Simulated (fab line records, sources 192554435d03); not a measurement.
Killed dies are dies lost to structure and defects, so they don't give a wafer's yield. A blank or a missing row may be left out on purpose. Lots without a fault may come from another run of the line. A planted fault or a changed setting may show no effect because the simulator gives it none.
fab line records | flow n5_finfet
record lots=23 wafers=69 last_day=18
route steps=1938 shown HKMG_FIN@457 GATE_CUT@469
lots that met no fault: from a run of the same line without faults
start_h: hours from the record's first day to the start of the lot's first wafer shown | wait_h: hours since the lot's step before | " the same as in the row above | L1.1+2: a row that stands for several wafers | - no value, or no start given | * or withheld: withheld | < > ~ a bound
route shown NAME@n: a module of which the file shows steps, and the number in the route of the first | usual: mean/standard deviation of fault-free wafers | same: alike in all rows | chamber/n: place in a boat | sites: the reading at each site | _std_site: their standard deviation | _edge_site: outer sites' mean less inner sites' | radius_mm: how far each site lies from the wafer's centre | mask NAME#n: copy n | behind: the tool/chamber that last shaped the wafer | hold: why the lot was held/for how many hours/how that ended | device: the transistor (n, p or np) that didn't switch | end of line: the same wafers' tests at the end of the route | a step without rows: its recipe alone | killed: dies lost to structure and defects at the first sort, not the wafer's yield | map: a wafer's dies, x killed, . not, _ none there
set.NAME: the setting as run; set.NAME@STEP: as run at that earlier step | model.NAME: the simulator's own value behind a step, which no gauge read
steps of the route over a sample of lots; a table a step, a row a wafer
services: from which hour (start_h, from the record's first day; less than 0 if before it) a tool's chamber was out of use, for how many hours, and why
## steps
# step N5_HKMG_FIN_ALD_72
# recipe material=W target_thk_a=20 temp_c=300 pressure_torr=7.5 ald_precursor_family=WF6 ald_co_reactant=B2H6 pulse_time_s=1 purge_time_s=2 co_reactant_purge_time_s=2 co_reactant_pulse_time_s=3 ald_cycles=7
# usual heater_power_w=504/73 precursor_pulse_height_rel=1.000/0.019
# columns lot.wafer tool chamber start_h wait_h heater_power_w precursor_pulse_height_rel
L074.4 cvd_w-02 0 78.46 0.2 585 0.996
L074.5 " 1 " " 493 1.017
L074.6 " 0 " " 583 0.983
L075.1 cvd_w-01 0 83.45 0.2 481 0.983
L075.2 " 1 " " 372 0.985
L075.6 " 1 " " 369 1.009
L076.3 cvd_w-01 1 91.60 0.2 374 0.993
L076.4 " 0 " " 501 1.023
L076.5 " 0 " " 496 0.984
L077.2 cvd_w-02 1 97.66 0.2 511 1.028
L077.3 " 1 " " 496 0.992
L077.6 " 0 " " 579 1.033
L079.3 cvd_w-02 0 109.73 0.2 578 0.988
L079.4 " 1 " " 512 1.000
L079.6 " 0 " " 595 0.991
L080.1 cvd_w-02 0 116.20 0.2 601 1.005
L080.4 " 1 " " 505 0.997
L080.5 " 0 " " 590 0.979
L081.1 cvd_w-02 0 120.89 0.2 577 0.979
L081.3 " 0 " " 579 0.972
L081.5 " 0 " " 585 0.993
L082.1 cvd_w-01 1 126.67 0.2 375 1.002
L082.2 " 0 " " 495 1.016
L082.3 " 0 " " 494 1.025
L083.2 cvd_w-02 0 133.65 0.2 585 1.016
L083.3 " 0 " " 577 1.003
L083.5 " 1 " " 506 0.958
L084.1 cvd_w-01 0 137.67 0.2 496 1.006
L084.3 " 0 " " 505 0.980
L084.6 " 0 " " 491 1.004
L085.3 cvd_w-02 0 146.94 0.2 574 0.977
L085.4 " 1 " " 503 1.020
L085.6 " 1 " " 520 1.002
L086.1 cvd_w-02 0 150.07 0.2 584 0.978
L086.4 " 1 " " 505 1.020
L086.5 " 0 " " 578 1.012
L087.2 cvd_w-01 0 159.21 0.2 494 0.987
L087.5 " 1 " " 373 1.001
L087.6 " 0 " " 485 0.999
L088.3 cvd_w-02 0 164.03 0.2 572 1.002
L088.4 " 0 " " 576 1.005
L088.6 " 0 " " 570 0.972
L089.3 cvd_w-01 0 167.14 0.2 497 0.980
L089.4 " 1 " " 368 0.953
L089.6 " 1 " " 368 0.978
L090.2 cvd_w-02 1 177.81 0.2 498 0.992
L090.4 " 0 " " 590 1.013
L090.6 " 0 " " 584 0.984
L091.1 cvd_w-01 1 180.83 0.2 379 0.990
L091.3 " 0 " " 485 0.997
L091.6 " 1 " " 377 1.006
L092.2 cvd_w-01 0 187.79 0.2 481 1.012
L092.4 " 1 " " 375 1.032
L092.6 " 1 " " 376 1.042
L093.1 cvd_w-02 1 190.35 0.2 506 0.998
L093.2 " 0 " " 572 1.036
L093.5 " 1 " " 485 1.009
L094.1 cvd_w-02 0 201.55 0.2 580 1.022
L094.2 " 0 " " 563 1.024
L094.6 " 0 " " 576 0.991
L095.1 cvd_w-02 0 207.43 0.2 577 0.979
L095.3 " 0 " " 576 0.998
L095.5 " 0 " " 570 1.006
L096.1 cvd_w-01 1 212.89 0.2 376 1.033
L096.2 " 0 " " 498 0.951
L096.3 " 0 " " 490 1.020
L097.2 cvd_w-02 1 216.28 0.2 497 0.980
L097.4 " 0 " " 576 0.998
L097.6 " 1 " " 506 1.025
# step N5_HKMG_FIN_INSPECT_28
# recipe inspect_instrument=darkfield mode=post_cmp
# usual raw_defect_count=43/18
# columns lot.wafer tool chamber start_h wait_h raw_defect_count
L074.4 defect_inspect-02 - 79.32 0.0 39
L074.5 " - " " 66
L074.6 " - " " 60
L075.1 defect_inspect-02 - 84.33 0.0 29
L075.2 " - " " 21
L075.6 " - " " 34
L076.3 defect_inspect-02 - 92.47 0.0 24
L076.4 " - " " 49
L076.5 " - " " 16
L077.2 defect_inspect-02 - 98.54 0.0 35
L077.3 " - " " 19
L077.6 " - " " 35
L079.3 defect_inspect-01 - 110.60 0.0 28
L079.4 " - " " 39
L079.6 " - " " 29
L080.1 defect_inspect-02 - 117.10 0.0 26
L080.4 " - " " 30
L080.5 " - " " 24
L081.1 defect_inspect-01 - 121.81 0.0 52
L081.3 " - " " 57
L081.5 " - " " 45
L082.1 defect_inspect-02 - 127.55 0.0 32
L082.2 " - " " 30
L082.3 " - " " 25
L083.2 defect_inspect-02 - 134.54 0.0 29
L083.3 " - " " 43
L083.5 " - " " 47
L084.1 defect_inspect-01 - 138.55 0.0 47
L084.3 " - " " 58
L084.6 " - " " 51
L085.3 defect_inspect-01 - 147.80 0.0 55
L085.4 " - " " 78
L085.6 " - " " 70
L086.1 defect_inspect-01 - 150.97 0.0 24
L086.4 " - " " 55
L086.5 " - " " 53
L087.2 defect_inspect-02 - 160.09 0.0 46
L087.5 " - " " 41
L087.6 " - " " 30
L088.3 defect_inspect-02 - 164.97 0.0 58
L088.4 " - " " 47
L088.6 " - " " 34
L089.3 defect_inspect-02 - 168.01 0.0 65
L089.4 " - " " 50
L089.6 " - " " 41
L090.2 defect_inspect-02 - 178.69 0.0 57
L090.4 " - " " 60
L090.6 " - " " 73
L091.1 defect_inspect-01 - 181.71 0.0 55
L091.3 " - " " 27
L091.6 " - " " 29
L092.2 defect_inspect-02 - 188.67 0.0 44
L092.4 " - " " 54
L092.6 " - " " 53
L093.1 defect_inspect-02 - 191.23 0.0 94
L093.2 " - " " 47
L093.5 " - " " 26
L094.1 defect_inspect-01 - 202.52 0.0 70
L094.2 " - " " 70
L094.6 " - " " 54
L095.1 defect_inspect-02 - 208.31 0.0 23
L095.3 " - " " 51
L095.5 " - " " 12
L096.1 defect_inspect-01 - 213.78 0.0 63
L096.2 " - " " 31
L096.3 " - " " 32
L097.2 defect_inspect-02 - 217.16 0.0 51
L097.4 " - " " 35
L097.6 " - " " 27
# step N5_GATE_CUT_ETCH_58
# recipe chemistry=CH3F/O2 target=SiNx target_depth_a=170 time_s=128.6 ion_energy_ev=50 pressure_mtorr=30 source_w=415 bias_w=21 Ar_flow_sccm=150 CH3F_flow_sccm=30 O2_flow_sccm=20
# usual CH3F_flow_sccm=30.00/0.098 bias_w=21.00/0.06 drypump_motor_current_A=5.8/0.41 oes_product_au=0.77/0.081 rf_vpp_V=99.2/0.94 showerhead_plenum_p_Torr=2.00/0.059 throttle_valve_pct=16.32/0.25
# columns lot.wafer tool chamber start_h wait_h CH3F_flow_sccm bias_w drypump_motor_current_A oes_product_au rf_hours_counter_h rf_vpp_V showerhead_plenum_p_Torr throttle_valve_pct
L074.4 rie_diel-01 3 79.91 0.0 29.85 21.04 5.9 0.85 76 100.3 2.10 16.14
L074.5 " 0 " " 30.01 20.97 5.4 0.84 - 99.6 2.03 16.49
L074.6 " 3 " " 29.90 21.09 5.9 0.85 - 100.4 2.10 16.14
L075.1 rie_diel-06 1 84.66 0.0 29.97 21.06 5.5 0.68 209 98.8 1.98 16.28
L075.2 " 2 " " 30.07 21.00 5.2 0.74 160 100.2 2.09 16.56
L075.6 " 0 " " 30.15 20.97 5.9 0.71 - 99.6 1.97 16.38
L076.3 rie_diel-01 0 92.80 0.0 30.02 20.92 5.4 0.83 60 99.1 2.03 16.52
L076.4 " 2 " " 30.08 21.04 5.6 0.75 158 98.8 2.00 16.12
L076.5 " 3 " " 30.07 20.99 5.9 0.85 - 101.0 2.10 16.15
L077.2 rie_diel-02 2 98.86 0.0 29.91 20.99 5.8 0.75 166 100.7 2.06 16.34
L077.3 " 3 " " 29.85 21.04 6.4 0.69 198 99.3 1.98 16.35
L077.6 " 3 " " 30.01 21.00 6.4 0.69 - 99.3 1.98 16.35
L079.3 rie_diel-02 3 111.05 0.0 30.01 21.00 6.4 0.67 202 100.5 1.98 16.36
L079.4 " 1 " " 30.07 20.90 5.2 0.77 139 98.2 1.92 15.99
L079.6 " 1 " " 30.18 20.95 5.2 0.77 - 98.4 1.93 16.01
L080.1 rie_diel-02 3 117.42 0.0 30.06 20.94 6.4 0.68 203 98.7 1.98 16.36
L080.4 " 1 " " 30.07 20.98 5.2 0.78 141 99.2 1.92 16.02
L080.5 " 1 " " 29.78 20.90 5.2 0.77 - 97.7 1.92 16.02
L081.1 rie_diel-01 3 122.41 0.1 30.09 20.93 5.9 0.84 88 99.3 2.10 16.18
L081.3 " 2 " " 30.08 21.09 5.6 0.74 167 98.5 2.00 16.13
L081.5 " 1 " " 29.96 21.12 6.4 0.92 - 99.8 1.97 16.13
L082.1 rie_diel-02 3 127.92 0.0 30.11 21.00 6.4 0.67 207 98.0 1.97 16.37
L082.2 " 0 " " 30.05 20.96 5.9 0.70 215 98.9 1.91 16.86
L082.3 " 1 " " 29.92 20.97 5.2 0.78 143 99.2 1.92 16.01
L083.2 rie_diel-06 0 134.86 0.0 30.01 21.07 5.9 0.69 237 97.5 1.97 16.39
L083.3 " 2 " " 29.96 21.06 5.2 0.73 176 100.0 2.09 16.59
L083.5 " 0 " " 30.13 20.99 5.9 0.70 - 98.5 1.97 16.40
L084.1 rie_diel-02 3 138.88 0.0 29.85 21.07 6.4 0.68 210 99.9 1.97 16.36
L084.3 " 0 " " 30.11 20.97 5.9 0.70 219 98.2 1.91 16.91
L084.6 " 2 " " 30.05 20.95 5.8 0.73 - 99.3 2.06 16.36
L085.3 rie_diel-01 2 148.12 0.0 30.00 20.93 5.6 0.73 174 97.8 2.00 16.14
L085.4 " 1 " " 30.00 21.01 6.4 0.90 26 99.5 1.97 16.14
L085.6 " 3 " " 30.02 20.97 5.9 0.83 - 100.0 2.10 16.22
L086.1 rie_diel-02 0 151.61 0.4 29.99 20.99 5.9 0.70 223 97.5 1.90 16.90
L086.4 " 3 " " 30.13 21.00 6.4 0.67 213 99.4 1.97 16.38
L086.5 " 3 " " 30.05 20.95 6.4 0.67 - 99.9 1.97 16.38
L087.2 rie_diel-01 0 160.41 0.0 29.90 20.99 5.4 0.81 80 99.5 2.02 16.54
L087.5 " 2 " " 30.06 21.15 5.6 0.73 - 98.6 2.00 16.15
L087.6 " 3 " " 30.08 20.89 5.9 0.82 - 98.9 2.10 16.19
L088.3 rie_diel-01 2 165.29 0.0 30.00 21.00 5.6 0.73 180 100.2 2.00 16.13
L088.4 " 3 " " 29.96 21.06 5.9 0.82 101 100.5 2.10 16.19
L088.6 " 1 " " 30.03 21.07 6.4 0.89 - 98.4 1.97 16.14
L089.3 rie_diel-02 3 168.36 0.1 30.16 21.07 6.4 0.66 218 99.4 1.97 16.39
L089.4 " 1 " " 29.93 21.03 5.2 0.76 155 98.4 1.92 16.05
L089.6 " 2 " " 29.81 21.06 5.8 0.72 - 99.3 2.06 16.37
L090.2 rie_diel-06 1 179.04 0.1 29.85 20.98 5.5 0.66 240 99.5 1.97 16.35
L090.4 " 1 " " 29.90 21.02 5.5 0.67 - 99.9 1.97 16.34
L090.6 " 3 " " 29.92 21.01 5.5 0.89 - 98.1 2.04 16.04
L091.1 rie_diel-06 1 182.04 0.0 30.04 21.00 5.5 0.67 242 98.2 1.97 16.35
L091.3 " 3 " " 30.09 20.95 5.5 0.88 35 99.5 2.04 16.04
L091.6 " 3 " " 30.03 20.95 5.5 0.89 - 100.8 2.04 16.05
L092.2 rie_diel-01 0 189.00 0.0 30.00 20.99 5.4 0.79 85 99.6 2.02 16.56
L092.4 " 1 " " 29.97 21.05 6.4 0.88 34 98.4 1.97 16.14
L092.6 " 2 " " 29.97 20.95 5.6 0.72 - 99.4 1.99 16.14
L093.1 rie_diel-06 2 191.56 0.0 30.15 21.09 5.2 0.71 194 98.0 2.08 16.63
L093.2 " 3 " " 29.85 20.96 5.5 0.89 39 99.6 2.04 16.05
L093.5 " 3 " " 29.92 21.00 5.5 0.88 - 99.9 2.04 16.06
L094.1 rie_diel-01 2 202.85 0.0 29.88 20.90 5.6 0.73 187 98.3 1.99 16.15
L094.2 " 3 " " 30.14 21.12 5.9 0.81 108 98.8 2.09 16.20
L094.6 " 1 " " 29.78 20.94 6.5 0.88 - 99.4 1.97 16.17
L095.1 rie_diel-01 3 208.68 0.0 29.98 21.00 5.9 0.81 110 99.8 2.09 16.21
L095.3 " 1 " " 29.95 21.05 6.4 0.88 42 97.9 1.96 16.18
L095.5 " 1 " " 29.97 21.11 6.4 0.87 - 97.6 1.96 16.17
L096.1 rie_diel-02 0 214.37 0.1 30.08 21.04 5.9 0.68 245 97.0 1.90 16.95
L096.2 " 2 " " 30.05 21.02 5.8 0.70 201 99.7 2.05 16.40
L096.3 " 3 " " 29.85 20.97 6.4 0.66 235 98.3 1.97 16.43
L097.2 rie_diel-01 2 217.48 0.0 29.98 20.92 5.6 0.72 192 98.9 1.99 16.16
L097.4 " 3 " " 29.83 20.98 5.9 0.81 112 99.7 2.09 16.22
L097.6 " 2 " " 29.93 20.91 5.6 0.72 - 99.6 1.99 16.18
# step N5_GATE_CUT_OVL_MEAS_14
# recipe points_per_wafer=522
# usual GATE_CUT_OVL=0.2/0.53
# columns lot.wafer tool chamber start_h wait_h GATE_CUT_OVL[nm]
L074.4 overlay-01 0 83.34 0.0 -0.5
L074.5 " 0 " " 0.1
L074.6 " 0 " " -0.4
L075.1 overlay-01 0 88.09 0.0 0.0
L075.2 " 0 " " 0.6
L075.6 " 0 " " 0.7
L076.3 overlay-01 0 96.09 0.0 0.3
L076.4 " 0 " " 0.1
L076.5 " 0 " " -0.3
L077.2 overlay-02 0 102.16 0.0 0.8
L077.3 " 0 " " -0.1
L077.6 " 0 " " 0.5
L079.3 overlay-02 0 114.65 0.0 -0.1
L079.4 " 0 " " -0.6
L079.6 " 0 " " -0.2
L080.1 overlay-02 0 120.83 0.0 0.1
L080.4 " 0 " " 0.2
L080.5 " 0 " " 0.5
L081.1 overlay-02 0 126.69 0.0 1.5
L081.3 " 0 " " 0.8
L081.5 " 0 " " 0.5
L082.1 overlay-02 0 131.37 0.0 0.8
L082.2 " 0 " " -0.3
L082.3 " 0 " " 0.3
L083.2 overlay-02 0 138.18 0.0 0.6
L083.3 " 0 " " 1.3
L083.5 " 0 " " 1.1
L084.1 overlay-02 0 142.37 0.0 0.3
L084.3 " 0 " " -0.5
L084.6 " 0 " " 0.4
L085.3 overlay-02 0 151.50 0.0 0.7
L085.4 " 0 " " 0.6
L085.6 " 0 " " 0.3
L086.1 overlay-01 0 154.89 0.0 -0.2
L086.4 " 0 " " -0.4
L086.5 " 0 " " 0.3
L087.2 overlay-01 0 163.87 0.0 1.0
L087.5 " 0 " " 0.9
L087.6 " 0 " " 0.1
L088.3 overlay-02 0 168.63 0.0 -0.1
L088.4 " 0 " " 0.2
L088.6 " 0 " " 1.2
L089.3 overlay-01 0 172.05 0.0 -0.2
L089.4 " 0 " " -0.7
L089.6 " 0 " " -0.4
L090.2 overlay-02 0 182.33 0.0 0.3
L090.4 " 0 " " -0.2
L090.6 " 0 " " 0.3
L091.1 overlay-02 0 185.90 0.0 0.8
L091.3 " 0 " " 0.7
L091.6 " 0 " " 1.0
L092.2 overlay-02 0 192.29 0.0 0.8
L092.4 " 0 " " 0.9
L092.6 " 0 " " 0.8
L093.1 overlay-02 0 194.97 0.0 0.0
L093.2 " 0 " " 0.8
L093.5 " 0 " " 0.0
L094.1 overlay-01 0 206.32 0.0 0.1
L094.2 " 0 " " -0.5
L094.6 " 0 " " -0.2
L095.1 overlay-01 0 212.08 0.0 -0.2
L095.3 " 0 " " 0.5
L095.5 " 0 " " -0.1
L096.1 overlay-02 0 217.65 0.0 0.0
L096.2 " 0 " " 0.0
L096.3 " 0 " " 0.0
L097.2 overlay-02 0 220.77 0.0 0.7
L097.4 " 0 " " 0.5
L097.6 " 0 " " -0.1
# step N5_GATE_CUT_ETCH_28
# recipe chemistry=N2/H2 target=underlayer target_depth_a=130 mask_material=CAR-EUV time_s=10.4 ion_energy_ev=200 pressure_mtorr=30 source_w=840 bias_w=150 n2_flow_sccm=200 h2_flow_sccm=200 ends=cleared
# usual bias_w=149.9/0.41 drypump_motor_current_A=5.7/0.4 etch_rf_on_time_s=10.37/0.25 oes_product_au=0.65/0.074 rf_vpp_V=523.7/2.4 showerhead_plenum_p_Torr=2.53/0.081 throttle_valve_pct=17.85/0.23
# columns lot.wafer tool chamber start_h wait_h bias_w drypump_motor_current_A etch_rf_on_time_s oes_product_au rf_hours_counter_h rf_vpp_V showerhead_plenum_p_Torr throttle_valve_pct
L074.4 rie_diel-01 0 83.45 0.0 149.5 5.4 10.29 0.71 57 525.3 2.56 17.86
L074.5 " 3 " " 150.2 5.9 10.47 0.73 - 527.8 2.66 17.56
L074.6 " 2 " " 150.0 5.6 10.42 0.64 - 523.8 2.55 17.81
L075.1 rie_diel-02 0 88.45 0.0 149.3 5.9 10.31 0.61 204 520.0 2.40 18.18
L075.2 " 1 " " 150.2 5.2 10.34 0.67 132 521.2 2.46 17.59
L075.6 " 3 " " 150.0 6.4 10.84 0.58 - 523.6 2.51 17.82
L076.3 rie_diel-01 3 96.21 0.0 150.3 5.9 10.38 0.72 80 527.4 2.66 17.59
L076.4 " 2 " " 149.2 5.6 10.45 0.63 159 523.6 2.55 17.80
L076.5 " 2 " " 149.6 5.6 10.37 0.63 - 523.8 2.55 17.80
L077.2 rie_diel-01 1 102.76 0.0 149.9 6.4 10.46 0.80 14 523.0 2.49 17.58
L077.3 " 3 " " 149.9 5.9 10.29 0.73 82 528.2 2.65 17.58
L077.6 " 0 " " 150.2 5.3 10.15 0.71 - 526.1 2.56 17.88
L079.3 rie_diel-06 0 114.76 0.0 150.5 6.0 10.40 0.60 231 523.1 2.49 17.96
L079.4 " 2 " " 150.0 5.2 10.30 0.62 170 526.1 2.65 18.13
L079.6 " 3 " " 148.9 5.6 9.98 0.81 - 525.2 2.58 17.45
L080.1 rie_diel-06 1 121.06 0.0 149.9 5.5 10.25 0.59 220 522.3 2.53 17.89
L080.4 " 2 " " 150.1 5.2 10.23 0.62 172 528.2 2.65 18.12
L080.5 " 2 " " 149.8 5.2 10.22 0.63 - 528.5 2.65 18.09
L081.1 rie_diel-01 2 126.82 0.0 149.2 5.6 10.32 0.64 168 525.2 2.55 17.80
L081.3 " 0 " " 150.7 5.4 10.21 0.70 71 526.8 2.56 17.90
L081.5 " 2 " " 149.9 5.6 10.29 0.63 - 524.1 2.55 17.82
L082.1 rie_diel-06 1 131.49 0.0 150.1 5.5 10.31 0.59 223 523.6 2.53 17.89
L082.2 " 2 " " 150.0 5.2 10.28 0.62 175 525.8 2.65 18.13
L082.3 " 0 " " 149.6 5.9 10.38 0.59 236 521.3 2.49 17.97
L083.2 rie_diel-06 0 138.31 0.0 149.9 5.9 10.38 0.60 238 523.5 2.49 17.98
L083.3 " 1 " " 150.3 5.5 10.31 0.59 225 522.6 2.53 17.90
L083.5 " 2 " " 149.8 5.2 10.34 0.62 - 525.6 2.65 18.13
L084.1 rie_diel-06 3 142.57 0.0 149.7 5.5 9.98 0.80 21 523.4 2.57 17.49
L084.3 " 2 " " 150.3 5.2 10.34 0.61 178 525.5 2.65 18.15
L084.6 " 1 " " 150.1 5.5 10.30 0.59 - 522.9 2.53 17.91
L085.3 rie_diel-01 0 151.71 0.0 149.4 5.4 10.33 0.69 78 524.3 2.55 17.90
L085.4 " 3 " " 149.4 5.9 10.26 0.72 96 529.1 2.65 17.59
L085.6 " 2 " " 149.8 5.6 10.43 0.63 - 522.9 2.55 17.83
L086.1 rie_diel-01 2 155.12 0.0 149.6 5.6 10.54 0.62 177 523.2 2.55 17.83
L086.4 " 0 " " 149.7 5.3 10.42 0.68 79 524.7 2.55 17.92
L086.5 " 0 " " 149.1 5.4 10.28 0.69 - 524.7 2.55 17.92
L087.2 rie_diel-06 3 163.99 0.0 149.9 5.5 9.91 0.78 27 526.2 2.57 17.52
L087.5 " 3 " " 150.0 5.5 10.00 0.77 - 525.1 2.57 17.52
L087.6 " 1 " " 149.3 5.5 10.39 0.58 - 523.9 2.52 17.89
L088.3 rie_diel-06 0 168.74 0.0 149.4 5.9 10.52 0.59 247 523.5 2.49 18.00
L088.4 " 2 " " 149.3 5.2 10.42 0.61 185 525.9 2.65 18.14
L088.6 " 0 " " 149.9 5.9 10.44 0.59 - 523.1 2.49 18.00
L089.3 rie_diel-02 0 172.60 0.0 150.0 5.9 10.16 0.60 230 520.9 2.39 18.24
L089.4 " 1 " " 149.8 5.2 10.35 0.65 157 520.6 2.45 17.62
L089.6 " 1 " " 150.1 5.2 10.36 0.65 - 520.6 2.45 17.61
L090.2 rie_diel-02 3 182.46 0.0 150.5 6.4 11.02 0.56 224 522.6 2.49 17.85
L090.4 " 2 " " 150.2 5.8 10.57 0.62 192 525.8 2.64 18.07
L090.6 " 1 " " 149.7 5.2 10.49 0.64 - 520.3 2.44 17.63
L091.1 rie_diel-02 3 186.30 0.0 150.0 6.4 10.92 0.56 226 522.7 2.49 17.86
L091.3 " 2 " " 149.9 5.8 10.48 0.62 193 528.5 2.64 18.06
L091.6 " 1 " " 150.2 5.2 10.32 0.64 - 520.9 2.44 17.64
L092.2 rie_diel-02 3 192.62 0.0 150.1 6.4 10.95 0.56 227 523.3 2.49 17.87
L092.4 " 1 " " 149.4 5.2 10.38 0.64 165 521.0 2.44 17.63
L092.6 " 0 " " 150.0 5.9 10.04 0.60 - 518.8 2.39 18.24
L093.1 rie_diel-02 3 195.09 0.0 150.6 6.4 10.98 0.56 228 522.0 2.49 17.85
L093.2 " 1 " " 150.5 5.2 10.37 0.64 166 521.6 2.44 17.62
L093.5 " 1 " " 149.9 5.2 10.30 0.64 - 520.6 2.44 17.64
L094.1 rie_diel-01 1 207.30 0.0 149.5 6.4 10.33 0.75 41 523.5 2.48 17.61
L094.2 " 3 " " 149.9 5.9 10.36 0.70 109 527.3 2.64 17.65
L094.6 " 0 " " 149.5 5.4 10.12 0.68 - 522.9 2.55 17.94
L095.1 rie_diel-06 2 212.38 0.0 150.1 5.2 10.16 0.61 202 525.7 2.64 18.18
L095.3 " 3 " " 150.2 5.5 9.91 0.76 47 525.8 2.56 17.54
L095.5 " 0 " " 149.5 5.9 9.99 0.82 - 522.2 2.48 17.69
L096.1 rie_diel-02 0 217.78 0.0 149.4 5.9 10.20 0.60 246 518.9 2.39 18.25
L096.2 " 3 " " 150.5 6.4 10.90 0.56 236 525.1 2.49 17.88
L096.3 " 2 " " 149.9 5.8 10.53 0.61 203 524.7 2.64 18.08
L097.2 rie_diel-02 1 220.89 0.0 149.6 5.2 10.47 0.63 173 520.7 2.44 17.68
L097.4 " 3 " " 149.5 6.4 11.15 0.55 237 522.8 2.49 17.89
L097.6 " 3 " " 149.6 6.4 11.25 0.55 - 523.4 2.49 17.87
# step N5_GATE_CUT_ETCH_47
# recipe chemistry=Cl2/BCl3 target=SiO2 target_depth_a=100 pressure_mtorr=10 icp_w=1000 bias_w=126 Cl2_flow_sccm=53.25 bcl3_flow_sccm=21.75 Ar_flow_sccm=25
# usual bias_w=126.0/0.39 drypump_motor_current_A=5.5/0.38 oes_product_au=0.77/0.13 throttle_valve_pct=22.9/0.39
# columns lot.wafer tool chamber start_h wait_h bias_w drypump_motor_current_A oes_product_au rf_hours_counter_h throttle_valve_pct
L074.4 rie_metal-03 1 84.14 0.1 126.2 5.3 0.78 - 23.0
L074.5 " 1 " " 126.2 5.3 0.78 - 23.0
L074.6 " 1 " " 126.7 5.3 0.79 - 23.0
L075.1 rie_metal-01 0 88.96 0.0 125.4 5.0 0.78 34 22.2
L075.2 " 1 " " 125.9 5.1 0.61 123 23.2
L075.6 " 0 " " 126.0 5.0 0.79 - 22.2
L076.3 rie_metal-01 0 96.72 0.0 125.2 5.0 0.79 - 22.3
L076.4 " 1 " " 125.8 5.1 0.61 - 23.2
L076.5 " 1 " " 125.9 5.1 0.61 - 23.2
L077.2 rie_metal-03 1 103.27 0.0 125.6 5.3 0.78 38 23.0
L077.3 " 1 " " 125.9 5.3 0.78 - 23.0
L077.6 " 0 " " 125.9 5.5 0.97 - 23.2
L079.3 rie_metal-03 0 115.28 0.0 125.8 5.6 0.95 - 23.2
L079.4 " 1 " " 126.2 5.3 0.76 - 23.0
L079.6 " 1 " " 126.5 5.3 0.77 - 23.0
L080.1 rie_metal-03 0 121.57 0.0 125.9 5.5 0.93 4 23.2
L080.4 " 0 " " 126.5 5.6 0.93 - 23.2
L080.5 " 1 " " 125.8 5.3 0.77 - 23.0
L081.1 rie_metal-02 1 127.47 0.1 125.8 6.1 0.60 121 23.1
L081.3 " 1 " " 125.9 6.1 0.59 - 23.2
L081.5 " 1 " " 126.0 6.1 0.60 - 23.1
L082.1 rie_metal-01 0 132.00 0.0 125.8 5.0 0.77 39 22.3
L082.2 " 1 " " 125.8 5.1 0.61 127 23.2
L082.3 " 0 " " 125.6 5.1 0.77 - 22.3
L083.2 rie_metal-01 0 138.81 0.0 125.9 5.1 0.78 40 22.3
L083.3 " 0 " " 125.6 5.0 0.77 - 22.3
L083.5 " 1 " " 126.1 5.1 0.61 - 23.2
L084.1 rie_metal-01 0 143.07 0.0 126.6 5.0 0.77 40 22.3
L084.3 " 0 " " 125.8 5.1 0.77 - 22.3
L084.6 " 0 " " 125.7 5.0 0.77 - 22.3
L085.3 rie_metal-03 0 152.23 0.0 125.5 5.6 0.90 - 23.2
L085.4 " 1 " " 126.4 5.3 0.76 - 23.0
L085.6 " 1 " " 126.4 5.3 0.76 - 23.0
L086.1 rie_metal-03 1 155.62 0.0 125.3 5.3 0.77 44 23.0
L086.4 " 1 " " 125.9 5.3 0.76 - 23.0
L086.5 " 0 " " 126.0 5.6 0.91 - 23.2
L087.2 rie_metal-02 1 164.51 0.0 126.0 6.1 0.59 126 23.2
L087.5 " 1 " " 126.4 6.1 0.59 - 23.2
L087.6 " 0 " " 125.5 6.0 0.95 - 22.3
L088.3 rie_metal-01 0 169.26 0.0 125.7 5.0 0.76 - 22.3
L088.4 " 1 " " 125.7 5.1 0.60 - 23.3
L088.6 " 1 " " 125.6 5.1 0.60 - 23.3
L089.3 rie_metal-03 0 173.12 0.0 126.4 5.5 0.91 - 23.2
L089.4 " 1 " " 126.7 5.3 0.76 - 23.0
L089.6 " 1 " " 126.7 5.3 0.77 - 23.0
L090.2 rie_metal-03 0 182.96 0.0 125.7 5.6 0.90 8 23.2
L090.4 " 0 " " 125.3 5.6 0.89 - 23.2
L090.6 " 1 " " 126.1 5.3 0.76 - 23.0
L091.1 rie_metal-01 0 186.80 0.0 125.9 5.1 0.76 44 22.2
L091.3 " 1 " " 127.0 5.1 0.60 - 23.3
L091.6 " 0 " " 126.0 5.1 0.76 - 22.3
L092.2 rie_metal-02 1 193.13 0.0 125.8 6.1 0.60 127 23.2
L092.4 " 1 " " 125.4 6.1 0.59 - 23.1
L092.6 " 1 " " 125.9 6.1 0.59 - 23.2
L093.1 rie_metal-03 0 195.60 0.0 126.1 5.5 0.89 10 23.2
L093.2 " 1 " " 126.7 5.3 0.76 46 23.0
L093.5 " 0 " " 126.2 5.6 0.89 - 23.2
L094.1 rie_metal-02 0 207.86 0.0 126.4 6.0 0.92 6 22.3
L094.2 " 1 " " 125.3 6.1 0.59 129 23.2
L094.6 " 0 " " 126.5 6.0 0.92 - 22.3
L095.1 rie_metal-02 0 213.04 0.1 126.3 6.0 0.90 7 22.3
L095.3 " 0 " " 126.8 6.0 0.90 - 22.3
L095.5 " 0 " " 126.1 6.0 0.90 - 22.3
L096.1 rie_metal-01 1 218.30 0.0 126.4 5.1 0.98 1 22.9
L096.2 " 0 " " 126.0 5.1 0.75 47 22.3
L096.3 " 0 " " 125.8 5.1 0.76 - 22.3
L097.2 rie_metal-03 0 221.40 0.0 126.1 5.6 0.87 13 23.2
L097.4 " 0 " " 126.4 5.6 0.87 - 23.2
L097.6 " 1 " " 126.0 5.3 0.74 - 23.0
## services
# columns tool chamber start_h hours kind
rie_metal-03 0 61.65 - clean
rie_metal-03 0 61.65 25.2 scheduled_down
rie_metal-03 0 61.65 25.2 vent_cycle
rie_metal-02 0 101.83 - clean
rie_diel-01 1 107.72 3.6 repair
cvd_w-01 - 127.09 1.6 repair
cvd_w-02 1 154.68 12.9 repair
cvd_w-02 - 156.83 6.0 pm
cvd_w-01 1 160.62 2.1 repair
rie_diel-06 2 162.47 4.1 repair
rie_diel-01 - 165.45 15.6 pm
rie_diel-06 0 175.79 - clean
rie_diel-06 0 175.79 - consumable_replace:focus_ring
rie_diel-06 0 175.79 25.3 scheduled_down
rie_diel-06 0 175.79 25.3 vent_cycle
cvd_w-01 - 188.00 0.3 repair
rie_metal-01 1 190.93 - clean
rie_metal-01 1 190.93 20.5 scheduled_down
rie_metal-01 1 190.93 20.5 vent_cycle
cvd_w-02 1 196.92 10.5 repair
rie_diel-06 1 206.38 - clean
rie_diel-06 1 206.38 - consumable_replace:focus_ring
rie_diel-06 1 206.38 20.7 scheduled_down
rie_diel-06 1 206.38 20.7 vent_cycle
## key
fault none
